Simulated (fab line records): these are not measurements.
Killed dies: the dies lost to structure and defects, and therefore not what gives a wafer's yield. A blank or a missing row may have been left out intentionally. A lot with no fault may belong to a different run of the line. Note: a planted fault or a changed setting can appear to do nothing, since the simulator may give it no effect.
A struck lot beside a sound one -- flow n5Finfet -- 15 steps out of a route of 1938
Sound: the wafers L651.1, L651.3, L651.5. Struck: wafers L661.4, L661.5 (left out: L661.3, a lot-mate that was not struck); the cause follows at the end.
Each step with rows lists, per side, the tool, then ch with its chambers, then its first start. Under that, the readings that differ: sound wafers -- struck wafers -- difference of the means -- sigmas: that difference in standard deviations of wafers without a fault.
alike: same words and numbers on both sides, and readings whose means sit less than 2 such deviations apart. not compared: any withheld reading, any reading some wafer has no value for, any bound like >300 that may hide the same value, and any number with overlapping values for which the record gives no deviation.
Wherever a step has rows on one side only, a row that says differs or no value, or a row with sigmas, the two part there. Non-overlapping numbers with no deviation appear without sigmas and do not part them. A reading that every wafer of one side lacks parts them only if that side has two wafers or more.

first, 7 steps without rows for these wafers: N5_MIM_BOT_LITHO_COAT_02; N5_MIM_BOT_LITHO_EBR_04; N5_MIM_BOT_LITHO_SOFTBAKE_03 (time 90 s); N5_MIM_BOT_LITHO_EXPOSE_05 (exposes mask MIM BOT); N5_MIM_BOT_LITHO_PEB_06; N5_MIM_BOT_LITHO_DEVELOP_07 (develop time 60 s); N5_MIM_BOT_LITHO_HARDBAKE_09 (time 120 s).
N5_MIM_BOT_LITHO_CD_MEAS_08 targets a cd of 3000 nm.
  sound on cdSem-03 ch 0, day 12 20:20; struck on cdSem-01 ch 0, day 15 03:48
  alike: cdNm
N5_MIM_BOT_LITHO_OVL_MEAS_11:
  sound on overlay-01 ch 0, day 12 20:22; struck on overlay-02 ch 0, day 15 03:50
  alike: MIM_BOT_OVL
N5_MIM_BOT_LITHO_INSPECT_12: inspects for defects (macro).
  sound on defectInspect-01, day 12 20:23; struck on defectInspect-02, day 15 03:51
  alike: rawDefectCount
N5_MIM_BOT_LITHO_DESCUM_10: chemistry O2, time 7.9 s.
  sound on rieDiel-04 ch 0,3, day 12 20:26; struck on rieDiel-01 ch 0,3, day 15 03:53
reading,sound,struck,difference,sigmas
drypumpMotorCurrentA (A),5.7 5.8 5.7,4.9 4.9,-0.8,-2
  alike: o2FlowSccm, oesProductAu, rfVppV, showerheadPlenumPTorr, throttleValvePct
  not compared: rfHoursCounterH
N5_MIM_BOT_ETCH_ETCH_04: etches SiNx in CF4/O2, target depth 26 nm, time 13 s.
  sound on rieDiel-04 ch 0,3, day 12 20:29; struck on rieDiel-01 ch 0,3, day 15 03:58
reading,sound,struck,difference,sigmas
drypumpMotorCurrentA (A),5.7 5.8 5.7,4.9 4.9,-0.8,-2
  alike: biasW, mfcArSccm, oesProductAu, rfVppV, showerheadPlenumPTorr, throttleValvePct
  not compared: rfHoursCounterH
N5_MIM_BOT_ETCH_ETCH_03: etches the open film in Cl2/BCl3, target depth 12 nm.
  sound on rieMetal-02 ch 0,1, day 12 20:35; struck on rieMetal-02 ch 1, day 15 04:05
reading,sound,struck,difference,sigmas
biasW (W),99.9 99.9 99.6,82.5 82.1,-17.5,-56
model.etch.depthNm (nm),11.59 11.54 11.65,10.9 10.84,-0.7,
  alike: drypumpMotorCurrentA, heBacksideLeakSccm, oesProductAu, throttleValvePct
  not compared: rfHoursCounterH
N5_MIM_BOT_ETCH_ETCH_00: etches TiN in Cl2/BCl3, target depth 45.5 nm.
  sound on rieMetal-02 ch 0,1, day 12 20:40; struck on rieMetal-02 ch 1, day 15 04:11
  alike: biasW, drypumpMotorCurrentA, heBacksideLeakSccm, mfcArSccm, oesProductAu, throttleValvePct
  not compared: rfHoursCounterH
N5_PASSIVATION_PROBE_49:
  sound on prober-01, day 13 04:36; struck on prober-02, day 15 15:26
  alike: defectLimitedYield, killed_at_M0_to_M3, killed_at_M4_up, killedAtContacts, killedAtFrontEnd, killedAtOther, killedDies, killedOpen, killedShort, sort_bin_4_leakage, sort_bin_5_function, sort_bin_6_memory, sort_bin_8_speed, sortNPass, sortYieldPct

WHERE THEY PART
Last at N5_MIM_BOT_ETCH_ETCH_03 as far as this record goes, first at N5_MIM_BOT_LITHO_DESCUM_10. Later steps at which nothing parts them and some readings are alike: N5_MIM_BOT_ETCH_ETCH_00, N5_PASSIVATION_PROBE_49.

WHY: what the simulator had put in
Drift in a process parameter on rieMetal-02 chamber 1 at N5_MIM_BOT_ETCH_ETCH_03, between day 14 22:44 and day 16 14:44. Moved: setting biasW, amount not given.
